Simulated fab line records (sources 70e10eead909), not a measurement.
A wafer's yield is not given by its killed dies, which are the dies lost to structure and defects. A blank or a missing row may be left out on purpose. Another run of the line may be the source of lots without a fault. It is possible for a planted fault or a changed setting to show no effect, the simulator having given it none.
What tool caused it? -- flow nand harc -- Sampling: 7 lots, 21 wafers, 3 of 1159 route steps

== WHAT THE GAUGES SHOWED, per wafer ==
NHARC_P_M1_CD_MEAS_09: the cd target is 130 nm.
lot,measured,on,cd nm (nm)
L871,day 6 17:47,cd sem-02,130.6 130.1 130.5
L872,day 7 06:25,cd sem-02,130.0 129.7 130.3
L874,day 7 17:32,cd sem-03,130.2 131.0 130.2
L876,day 8 08:10,cd sem-01,130.4 130.5 130.0
L878,day 8 21:34,cd sem-03,130.5 130.4 129.7
L884,day 10 02:48,cd sem-01,129.3 129.0 128.3
L887,day 10 21:13,cd sem-03,130.8 130.2 146.5

== WHAT TOOL EACH LOT RAN ON (gives the tool, then ch and the chambers of the sampled wafers, and finally the start) ==
lot,NHARC_P_M0_PRE_CLEAN_29,NHARC_P_M1_PEB_07
L871,"pvd sputter-03, day 6 17:43 or earlier","litho track-04 ch 0, day 6 17:43"
L872,"pvd sputter-02, day 7 06:19 or earlier","litho track-01 ch 0, day 7 06:19"
L874,"pvd sputter-02, day 7 17:27 or earlier","litho track-06 ch 0, day 7 17:27"
L876,"pvd sputter-01, day 8 08:05 or earlier","litho track-01 ch 0, day 8 08:05"
L878,"pvd sputter-03, day 8 21:29 or earlier","litho track-06 ch 0, day 8 21:29"
L884,"pvd sputter-03, day 10 02:43 or earlier","litho track-06 ch 0, day 10 02:43"
L887,"pvd sputter-02, day 10 21:08 or earlier","litho track-04 ch 0, day 10 21:08"
- NHARC_P_M0_PRE_CLEAN_29: time 30 s.
- NHARC_P_M1_PEB_07: peb time 65 s.

== THE ANSWER, worked out from the rows above alone ==
Rule: the lots themselves supply what counts as usual. The widest of any qualifying gaps counts: lots, ordered by their means at a reading, are off when they make up no more than a third of the lots, leave a main group of 4 or more, and stand apart from it by 3 or more times the standard deviation of that group's means. A main group whose means are all the same, to the digits that the tables above print for the reading, isn't used. A lot without any number at a reading at which 4 lots or more have one is off too. Where the step has rows for the other lots, those lots are counted as sound.
Off: L887 (NHARC_P_M1_CD_MEAS_09, cd nm). Main group: mean 130.0 nm, sd 0.55.
A tool fits if, at a process step before that reading, it ran every lot that is off, and no sound lot after the first of them. The gauges at NHARC_P_M1_CD_MEAS_09 are tried like those tools. NHARC_P_M0_PRE_CLEAN_29: start missing for some lots; hours and lot order therefore follow NHARC_P_M1_PEB_07. Can't be told from this: 3 tools fit, pvd sputter-02 at NHARC_P_M0_PRE_CLEAN_29, litho track-04 at NHARC_P_M1_PEB_07, cd sem-03 at NHARC_P_M1_CD_MEAS_09.

== WHAT HAD BEEN PUT IN BY THE SIMULATOR ==
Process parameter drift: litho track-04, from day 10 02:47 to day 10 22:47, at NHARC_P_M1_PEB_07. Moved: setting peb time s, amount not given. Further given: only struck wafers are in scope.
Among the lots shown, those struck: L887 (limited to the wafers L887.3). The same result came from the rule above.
